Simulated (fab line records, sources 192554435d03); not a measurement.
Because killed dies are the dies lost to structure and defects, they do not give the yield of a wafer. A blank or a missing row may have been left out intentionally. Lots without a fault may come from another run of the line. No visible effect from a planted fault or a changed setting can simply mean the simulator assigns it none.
Code-filled problem report in 8D (eight disciplines) form    flow n5Finfet    the parts of the form that need people (team, actions taken, sign-off) are left out

1. PROBLEM STATEMENT
At N5_BEOL_M1_COAT_61, spinSpeedRpm averages 1138.3 rpm over 9 wafers from 3 lots, while fault-free wafers read 1499.9 rpm, standard deviation 0.89. So: -99 or more standard deviations from the usual mean.
The step: time 60 s, resist thk 60 nm.
Earliest sighting: wafer L275.1 on lithoTrack-01 at day 10 03:17. Wafers with a number at this step in the record: 15, from 5 lots. Rule for "out", or "out of limits": more than 4 standard deviations from the usual mean. The other wafers with a number count as sound.

2. WHAT IT IS, AND WHAT IT ISN'T
question                     is                      is not
which readings at this step  spinSpeedRpm            -
which lots                   L275, L277, L279        L265, L284
which wafers of those lots   all that have a number  -
read on which tools          lithoTrack-01           lithoTrack-03
when                         from day 10 03:17       up to then (3 sound wafers); but 3 sound wafers of L284 came after

3. THE SUSPECTS, EACH WITH WHAT RULES IT OUT
Counting: a tool stays on the suspect list if, at a process step up to the reading, it processed all lots that are out and no sound lot following the first of them.
- lithoTrack-01 at N5_BEOL_M1_COAT_61 (time 60 s, resist thk 60 nm): kept. It ran every lot that is out, first L275 (day 10 03:17), and no sound lot after that; its last sound lot up to then is L265 (day 7 00:56). On those wafers its own readings are out: spinSpeedRpm.
Remaining after the count: lithoTrack-01 at N5_BEOL_M1_COAT_61.

4. THE CAUSE (what the simulator had put in)
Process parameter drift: lithoTrack-01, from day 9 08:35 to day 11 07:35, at N5_BEOL_M1_COAT_61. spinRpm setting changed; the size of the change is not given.
Counting left only this tool.

5. SEQUENCE OF EFFECTS, ordered by route
Each row: a reading whose mean over the struck wafers that have a number lies more than 3 standard deviations from the usual. Readings are gone through only where the record gives a usual standard deviation; hours: the median, over the lots, of the time from a lot's start at the first step in this table giving one to that lot's start at this step; sigmas: the change measured in usual standard deviations.
hours  step                reading       usual       on struck wafers  change  sigmas
0      N5_BEOL_M1_COAT_61  spinSpeedRpm  1499.9 rpm  1138.3            -361.6  -99 or more
Its process steps:
- N5_BEOL_M1_COAT_61: time 60 s, resist thk 60 nm.
Later steps that measure or inspect, where all struck wafers having a row at the step show a number for every such reading and not one has moved that far: N5_BEOL_M4_RC_MEAS_101.

6. WHAT WOULD HAVE CAUGHT IT SOONER
In this record no reading fell out of limits until day 10 03:17, 19 hours after the fault had begun at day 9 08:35.
